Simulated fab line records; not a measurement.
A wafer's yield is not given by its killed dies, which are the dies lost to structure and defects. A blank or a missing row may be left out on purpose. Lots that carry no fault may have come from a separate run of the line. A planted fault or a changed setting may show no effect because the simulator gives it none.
A lot that was struck, set against a sound lot | flow n5_finfet | 16 out of 1938 route steps
Sound: wafers L330.1, L330.5, L330.6. Struck: wafer L334.2 (left out: L334.1, L334.3 of the same lot, which were not struck); the cause appears at the end.
At each step with rows: each side's tool, then ch and its chambers, then its first start. Under that, the readings that differ: sound wafers | struck wafers | difference of the means | sigmas: that difference in standard deviations of wafers without a fault.
alike: words and numbers the same on both sides, and readings whose means are apart by under 2 such deviations; not compared: readings that were withheld, readings missing a value for some wafer, numbers with overlapping values and no deviation given by the record, and bounds like >300 which may hide the same value.
The two part at a step that has a row with sigmas, a row that says differs or no value, or rows on one side only. Numbers that have no deviation but don't overlap get no sigmas and don't part them. A reading missing from all wafers of one side parts the sides only when that side holds two or more wafers.

first, 6 steps without rows for these wafers: N5_BEOL_M1_COAT_05 (resist thk 30 nm); N5_BEOL_M1_EBR_07; N5_BEOL_M1_SOFTBAKE_06 (time 60 s); N5_BEOL_M1_EXPOSE_08 (exposes mask M1); N5_BEOL_M1_PEB_09 (peb time 60 s); N5_BEOL_M1_DEVELOP_10 (develop time 30 s).
N5_BEOL_M1_CD_MEAS_11 targets a cd of 17.05 nm.
  sound on cd_sem-02 ch 0, day 7 11:41; struck on cd_sem-02 ch 0, day 8 09:37
  alike: cd_nm
N5_BEOL_M1_OVL_MEAS_12:
  sound on overlay-02 ch 0, day 7 11:43; struck on overlay-02 ch 0, day 8 09:39
  alike: M1_OVL
N5_BEOL_M1_INSPECT_13: inspects for defects (brightfield).
  struck on defect_inspect-01, day 8 09:43; sound on defect_inspect-01, day 7 11:46
  alike: raw_defect_count
N5_BEOL_M1_DESCUM_16: chemistry O2, time 7 s.
  sound on rie_diel-01 ch 2,3, day 7 13:19; struck on rie_diel-01 ch 3, day 8 09:44
  alike: drypump_motor_current_A, oes_product_au, rf_fwd_power_W, rf_vpp_V, showerhead_plenum_p_Torr, throttle_valve_pct
  not compared: rf_hours_counter_h
N5_BEOL_M1_ETCH_74: etches underlayer in N2/H2, target depth 6.5 nm, time 5.2 s.
  sound on rie_diel-01 ch 2,3, day 7 13:21; struck on rie_diel-01 ch 3, day 8 09:46
  alike: drypump_motor_current_A, etch_rf_on_time_s, oes_product_au, rf_fwd_power_W, rf_vpp_V, showerhead_plenum_p_Torr, throttle_valve_pct
  not compared: rf_hours_counter_h
N5_BEOL_M1_ETCH_63: etches SiARC in CF4, target depth 15.6 nm, time 26 s.
  sound on rie_diel-01 ch 2,3, day 7 13:22; struck on rie_diel-01 ch 3, day 8 09:47
  alike: drypump_motor_current_A, etch_rf_on_time_s, oes_product_au, rf_fwd_power_W, rf_vpp_V, showerhead_plenum_p_Torr, throttle_valve_pct
  not compared: rf_hours_counter_h
N5_BEOL_M1_ETCH_64: etches SOC in N2/H2, target depth 75 nm, overetch 15 nm, time 112.5 s.
  sound on rie_diel-01 ch 2,3, day 7 13:24; struck on rie_diel-01 ch 3, day 8 09:49
  reading            | sound             | struck | difference | sigmas
  rf_fwd_power_W (W) | 836.0 836.9 833.2 | 1038.9 | +203.5     | +85
  rf_vpp_V (V)       | 521 521 520       | 483    | -38        | -13
  alike: drypump_motor_current_A, oes_product_au, showerhead_plenum_p_Torr, throttle_valve_pct
  not compared: rf_hours_counter_h, model.BEOL_M1.cd_offset_nm, model.SiARC_of_BEOL_M1_COAT_62.thk_nm
then, 1 step without rows for these wafers: N5_BEOL_M1_STRIP_65 (strips in N2/H2).
-- a jump in the record: the struck wafers' starts before and after are 2 days apart (it breaks off in module BEOL_M1 and resumes in module BEOL_M4, where the first step shown is number 1111 of the route) --
N5_BEOL_M4_RC_MEAS_101:
  sound on prober-02 ch 0, day 9 16:08; struck on prober-02 ch 0, day 10 10:39
  reading   | sound          | struck | difference | sigmas
  VT_N (mV) | 252 248 250    | 260    | +10        | +2
  VT_P (mV) | -252 -250 -249 | -259   | -9         | -3
  alike: DIBL_N, DIBL_P, IOFF_N, IOFF_P, ION_N, ION_P, SS_N, SS_P
-- record jumps: 4 days separate the struck wafers' starts on either side; left off in module BEOL_M4, taken up again in module PASSIVATION, whose first shown step is the route's number 1936 --
N5_PASSIVATION_PROBE_49:
  record: rows for the struck wafers here (prober-02, day 14 07:46), none for the sound ones

## WHERE THEY PART
At N5_BEOL_M1_ETCH_64 first; at N5_PASSIVATION_PROBE_49 last (within this record only).

WHY: whatever the simulator had introduced
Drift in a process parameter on rie_diel-01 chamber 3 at N5_BEOL_M1_ETCH_64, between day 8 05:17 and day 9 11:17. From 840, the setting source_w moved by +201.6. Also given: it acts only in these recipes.
